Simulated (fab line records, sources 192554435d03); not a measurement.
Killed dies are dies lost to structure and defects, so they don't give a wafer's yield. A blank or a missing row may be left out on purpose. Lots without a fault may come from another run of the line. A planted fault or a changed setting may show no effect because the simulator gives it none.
fab line records | flow n5_finfet
record lots=10 wafers=27 last_day=19
route steps=1938 shown BEOL_M4@1074 BEOL_M15@1809 TV_LITHO@1883 PASSIVATION@1936
lots that met no fault: from a run of the same line without faults
start_h: hours from the record's first day to the start of the lot's first wafer shown | wait_h: hours since the lot's step before | " the same as in the row above | L1.1+2: a row that stands for several wafers | - no value, or no start given | * or withheld: withheld | < > ~ a bound
route shown NAME@n: a module of which the file shows steps, and the number in the route of the first | usual: mean/standard deviation of fault-free wafers | same: alike in all rows | chamber/n: place in a boat | sites: the reading at each site | _std_site: their standard deviation | _edge_site: outer sites' mean less inner sites' | radius_mm: how far each site lies from the wafer's centre | mask NAME#n: copy n | behind: the tool/chamber that last shaped the wafer | hold: why the lot was held/for how many hours/how that ended | device: the transistor (n, p or np) that didn't switch | end of line: the same wafers' tests at the end of the route | a step without rows: its recipe alone | killed: dies lost to structure and defects at the first sort, not the wafer's yield | map: a wafer's dies, x killed, . not, _ none there
set.NAME: the setting as run; set.NAME@STEP: as run at that earlier step | model.NAME: the simulator's own value behind a step, which no gauge read
steps of the route over a sample of lots; a table a step, a row a wafer
services: from which hour (start_h, from the record's first day; less than 0 if before it) a tool's chamber was out of use, for how many hours, and why
## steps
# step N5_BEOL_M4_HM_STRIP_39
# recipe chemistry=peroxide_tin_strip material=TiN target_depth_a=250 temp_c=50 time_s=158
# same time_s=158
# columns lot.wafer tool chamber start_h wait_h
L563.2+3+5 wet_bench-04 7,5,6 171.51 0.0
L564.3+4 wet_bench-03 7,5 182.10 0.0
L565.1+5+6 wet_bench-06 6,3,0 234.86 0.0
L574.3+5+6 wet_bench-03 3,1,2 271.33 0.0
L577.1+2+4 wet_bench-03 0,5,4 271.72 0.0
L582.1+3 wet_bench-06 5,7 313.24 0.0
L579.1+2+4 wet_bench-06 5,6,0 317.81 0.0
L584.1+5+6 wet_bench-06 5,6,1 326.41 0.0
L585.3+5+6 wet_bench-04 5,2,6 344.58 0.0
L586.1+4 wet_bench-04 7,5 344.85 0.0
# step N5_BEOL_M15_TRENCH_ETCH_34
# recipe chemistry=C4F8/O2/Ar target=SiO2 target_depth_a=8729.3 he_inner_torr=15 he_outer_torr=30 time_s=199 ion_energy_ev=800 pressure_mtorr=20 source_w=1905 bias_w=2040 Ar_flow_sccm=400 C4F8_flow_sccm=16 O2_flow_sccm=12
# usual drypump_motor_current_A=5.82/0.26 oes_o_777_au=0.78/0.08 oes_product_au=0.79/0.084 rf_fwd_power_W=1900/5.7 rf_vpp_V=2200/40 showerhead_plenum_p_Torr=3.44/0.13 throttle_valve_pct=30.85/0.28
# same time_s=199
# columns lot.wafer tool chamber start_h wait_h drypump_motor_current_A oes_o_777_au oes_product_au rf_fwd_power_W rf_hours_counter_h rf_vpp_V showerhead_plenum_p_Torr throttle_valve_pct
L563.2 rie_diel-01 1 270.86 0.0 6.13 0.79 0.81 1895 89 2265 3.49 31.10
L563.3 " 0 " " 5.67 0.82 0.80 1901 95 2206 3.35 30.41
L563.5 " 0 " " 5.64 0.81 0.80 1902 - 2204 3.35 30.43
L564.3 rie_diel-06 2 271.66 0.0 6.02 0.75 0.73 1914 147 2149 3.29 30.89
L564.4 " 3 " " 5.44 0.76 0.80 1902 72 2235 3.63 31.01
L565.1 rie_diel-06 0 326.60 0.0 5.92 0.71 0.72 1896 186 2253 3.58 31.28
L565.5 " 1 " " 6.27 0.71 0.71 1892 - 2142 3.26 30.66
L565.6 " 2 " " 6.01 0.73 0.73 1905 - 2148 3.28 30.89
L574.3 rie_diel-06 1 367.81 0.0 6.28 0.97 1.01 1910 3 2179 3.65 30.35
L574.5 " 2 " " 6.01 0.72 0.71 1896 - 2150 3.27 30.91
L574.6 " 1 " " 6.27 0.97 1.00 1903 - 2178 3.65 30.34
L577.1 rie_diel-05 3 372.38 0.0 5.77 0.79 0.79 1893 143 2227 3.31 30.60
L577.2 " 0 " " 5.81 0.70 0.69 1907 240 2182 3.37 30.77
L577.4 " 2 " " 5.68 0.91 0.91 1906 26 2167 3.36 30.93
L582.1 rie_diel-01 3 400.29 0.0 5.85 0.83 0.83 1910 72 2153 3.49 30.72
L582.3 " 0 " " 5.67 0.79 0.76 1907 136 2203 3.33 30.49
L579.1 rie_diel-06 1 407.54 0.0 6.23 0.93 0.95 1890 16 2177 3.64 30.35
L579.2 " 0 " " 5.91 0.69 0.70 1900 214 2252 3.56 31.28
L579.4 " 3 " " 5.42 0.72 0.77 1905 116 2235 3.60 31.08
L584.1 rie_diel-06 3 420.79 0.0 5.42 0.70 0.76 1904 120 2234 3.60 31.08
L584.5 " 0 " " 5.93 0.69 0.69 1902 - 2250 3.56 31.26
L584.6 " 1 " " 6.28 0.92 0.94 1905 - 2178 3.64 30.32
L585.3 rie_diel-01 1 436.30 0.0 6.12 0.73 0.75 1897 140 2261 3.47 31.12
L585.5 " 1 " " 6.09 0.73 0.75 1905 - 2260 3.47 31.12
L585.6 " 2 " " 5.68 0.87 0.88 1906 - 2200 3.51 31.05
L586.1 rie_diel-01 2 436.65 0.0 5.67 0.87 0.88 1901 30 2199 3.51 31.04
L586.4 " 1 " " 6.08 0.74 0.76 1902 140 2262 3.47 31.11
# step N5_BEOL_M15_PRE_CLEAN_42
# recipe gas=H2/He time_s=30 temp_c=300
# usual heater_power_w=487/53
# same time_s=30
# columns lot.wafer tool chamber start_h wait_h heater_power_w
L563.2 pvd_sputter-03 - 272.17 0.0 479
L563.3 " - " " 426
L563.5 " - " " 505
L564.3 pvd_sputter-02 - 272.28 0.0 428
L564.4 " - " " 441
L565.1 pvd_sputter-01 - 329.33 0.0 471
L565.5 " - " " 476
L565.6 " - " " 471
L574.3 pvd_sputter-03 - 370.01 0.0 496
L574.5 " - " " 482
L574.6 " - " " 513
L577.1 pvd_sputter-02 - 375.88 0.0 436
L577.2 " - " " 426
L577.4 " - " " 438
L582.1 pvd_sputter-01 - 402.34 0.0 513
L582.3 " - " " 598
L579.1 pvd_sputter-01 - 410.72 0.0 506
L579.2 " - " " 477
L579.4 " - " " 480
L584.1 pvd_sputter-01 - 422.42 0.0 599
L584.5 " - " " 608
L584.6 " - " " 464
L585.3 pvd_sputter-02 - 443.37 0.0 438
L585.5 " - " " 525
L585.6 " - " " 429
L586.1 pvd_sputter-01 - 443.54 0.0 473
L586.4 " - " " 514
# step N5_PASSIVATION_CD_MEAS_10
# recipe target_cd_nm=3000 landing_energy_ev=500 detector=se_inlens
# usual cd_nm=3001.2/2.6
# columns lot.wafer tool chamber start_h wait_h cd_nm
L563.2 cd_sem-01 0 278.94 - 3000.8
L563.3 " 0 " " 3002.9
L563.5 " 0 " " 2999.6
L564.3 cd_sem-02 0 285.26 - 3000.2
L564.4 " 0 " " 2999.6
L565.1 cd_sem-01 0 339.22 - 2998.2
L565.5 " 0 " " 3003.5
L565.6 " 0 " " 2998.0
L574.3 cd_sem-03 0 377.83 - 3002.2
L574.5 " 0 " " 3004.1
L574.6 " 0 " " 3005.4
L577.1 cd_sem-02 0 385.08 - 3002.9
L577.2 " 0 " " 3003.7
L577.4 " 0 " " 3000.1
L582.1 cd_sem-01 0 409.96 - 3001.9
L582.3 " 0 " " 3003.7
L579.1 cd_sem-02 0 420.99 - 3001.3
L579.2 " 0 " " 3002.0
L579.4 " 0 " " 2999.8
L584.1 cd_sem-01 0 431.40 - 3001.3
L584.5 " 0 " " 2997.6
L584.6 " 0 " " 2996.4
L586.1 cd_sem-03 0 454.23 - 3004.0
L586.4 " 0 " " 3002.6
L585.3 cd_sem-03 0 454.27 - 3005.3
L585.5 " 0 " " 2999.2
L585.6 " 0 " " 2997.2
# step N5_PASSIVATION_PROBE_49
# usual defect_limited_yield=91.2/1.4 killed_at_M0_to_M3=34/9.3 killed_at_M4_up=14/5.9 killed_at_contacts=14/5.7 killed_at_front_end=38/10 killed_at_other=4/3.2 killed_dies=104/17 killed_on_rim=14/4 killed_open=67/13 killed_short=33/6.9 sort_bin_5_function=5.2/1 sort_bin_6_memory=3.3/0.61 sort_bin_8_speed=0.3/1.8 sort_n_pass=1069/52 sort_yield_pct=91/4.4
# same gross_dies=1180 killed_at_back_side=0 sort_bin_4_leakage[%]=0
# columns lot.wafer tool chamber start_h wait_h defect_limited_yield[%] killed_at_M0_to_M3 killed_at_M4_up killed_at_contacts killed_at_front_end killed_at_other killed_dies killed_on_rim killed_open killed_short sort_bin_5_function[%] sort_bin_6_memory[%] sort_bin_8_speed[%] sort_n_pass sort_yield_pct[%]
L574.3 prober-02 - 385.23 0.1 83.5 19 105 30 37 4 195 35 64 22 10.8 3.7 0.3 982 83
L574.5 prober-02 - 385.33 0.2 82.2 23 137 15 28 7 210 23 53 27 10.5 4.4 0 970 82
L574.6 prober-02 - 385.38 0.3 82.0 30 136 16 27 3 212 17 60 24 11.0 4.7 0 968 82
L577.1 prober-01 - 392.21 0.0 81.0 38 137 13 36 0 224 16 57 37 12.6 3.8 0.1 955 81
L577.2 prober-01 - 392.26 0.1 81.4 37 121 11 29 21 219 31 60 22 12.6 3.6 0 961 81
L577.4 prober-01 - 392.36 0.2 78.8 41 136 12 53 8 250 26 72 40 13.0 5.5 0 930 79
# killed by level:class
L574.3 BEOL_M4:unspecified=92 MOL_CONTACT_COAG:geometric_particle:open=19 SDB:area_etch=11 DUMMY_GATE:geometric_particle:open=6 MOL_CONTACT_COAG:geometric_particle:short=6 BEOL_M0_SAQP:geometric_particle:open=5 MOL_CONTACT_COAG:area_etch=5 STI_FIN_REVEAL:geometric_particle:open=4
L574.5 BEOL_M4:unspecified=124 MOL_CONTACT_COAG:geometric_particle:open=14 BEOL_M0_SAQP:geometric_particle:open=5 BEOL_M0_SAQP:geometric_particle:short=5 STARTING-WAFER:geometric_particle:open=5 SDB:area_etch=5 DUMMY_GATE:geometric_particle:open=4 BEOL_M2:geometric_particle:open=4
L574.6 BEOL_M4:unspecified=123 MOL_CONTACT_COAG:geometric_particle:open=12 BEOL_M3:geometric_particle:open=9 BEOL_M0_SAQP:geometric_particle:short=7 FIN_SAQP:geometric_particle:open=6 GATE_CUT:geometric_particle:open=5 BEOL_M2:geometric_particle:open=5 MOL_CONTACT_COAG:geometric_particle:short=4
L577.1 BEOL_M4:unspecified=125 BEOL_M0_SAQP:geometric_particle:short=10 BEOL_M1:geometric_particle:open=9 GATE_CUT:geometric_particle:short=8 MOL_CONTACT_COAG:geometric_particle:open=8 BEOL_M0_SAQP:geometric_particle:open=6 BEOL_M0:geometric_particle:open=6 FIN_SAQP:geometric_particle:open=5
L577.2 BEOL_M4:unspecified=110 PASSIVATION:area_etch=20 STI_FIN_REVEAL:geometric_particle:open=9 MOL_CONTACT_COAG:geometric_particle:open=9 BEOL_M0_SAQP:geometric_particle:open=8 BEOL_M0_SAQP:geometric_particle:short=8 BEOL_M1:geometric_particle:open=6 ILD0:geometric_particle:open=4
L577.4 BEOL_M4:unspecified=126 STI_FIN_REVEAL:geometric_particle:open=18 BEOL_M0_SAQP:geometric_particle:open=13 MOL_CONTACT_COAG:geometric_particle:open=10 BEOL_M0_SAQP:geometric_particle:short=8 PASSIVATION:area_etch=8 GATE_CUT:geometric_particle:short=7 BEOL_M1:geometric_particle:open=7
## services
# columns tool chamber start_h hours kind
rie_diel-01 3 150.88 - clean
rie_diel-01 3 150.88 - consumable_replace:focus_ring
rie_diel-01 3 150.88 19.4 scheduled_down
pvd_sputter-01 - 155.00 1.1 repair
pvd_sputter-01 - 161.50 48.4 repair
rie_diel-05 3 162.96 6.1 repair
rie_diel-05 2 176.92 13.9 repair
rie_diel-06 0 177.68 4.9 repair
rie_diel-06 - 185.73 0.7 repair
rie_diel-01 3 191.61 6.5 repair
rie_diel-01 1 226.27 14.9 repair
rie_diel-01 3 231.16 2.1 repair
rie_diel-01 1 243.55 4.0 repair
rie_diel-05 2 283.64 2.9 repair
rie_diel-05 2 290.80 7.5 repair
wet_bench-03 - 297.92 1.9 pm
rie_diel-06 1 338.94 - clean
rie_diel-06 1 338.94 - consumable_replace:focus_ring
rie_diel-06 1 338.94 - consumable_replace:showerhead
rie_diel-06 1 338.94 19.4 scheduled_down
rie_diel-06 1 338.94 19.4 vent_cycle
rie_diel-05 2 344.91 8.1 repair
rie_diel-01 1 352.91 9.1 repair
rie_diel-01 0 360.33 9.2 repair
## key
first_sign step=N5_PASSIVATION_PROBE_49 reading=killed_at_M4_up direction=up sigmas=19 usual=14 struck=129
effect step=N5_PASSIVATION_PROBE_49 reading=killed_dies direction=up sigmas=6.7 usual=104 struck=218
more_kills_born_at N5_BEOL_M4_HM_STRIP_39@wet_bench-03=700
met_at N5_BEOL_M4_HM_STRIP_39
struck_lots L574,L577
baseline_loss step=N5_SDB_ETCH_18 wafers=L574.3
baseline_loss step=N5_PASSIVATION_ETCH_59 wafers=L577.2
not_acting_at N5_BEOL_M15_TRENCH_ETCH_34,N5_BEOL_M15_PRE_CLEAN_42,N5_PASSIVATION_CD_MEAS_10
onset_between 182.10 271.33
fault kind=chamber_particle_source tool=wet_bench-03 chamber=- onset_h=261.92 steps=N5_BEOL_M4_HM_STRIP_39 rate_per_visit_cm2=0.95013 end_h=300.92
# baseline_loss: these wafers lose ten dies or more at that step, a loss of the line's own and not of a fault; the sort's usual values leave them out
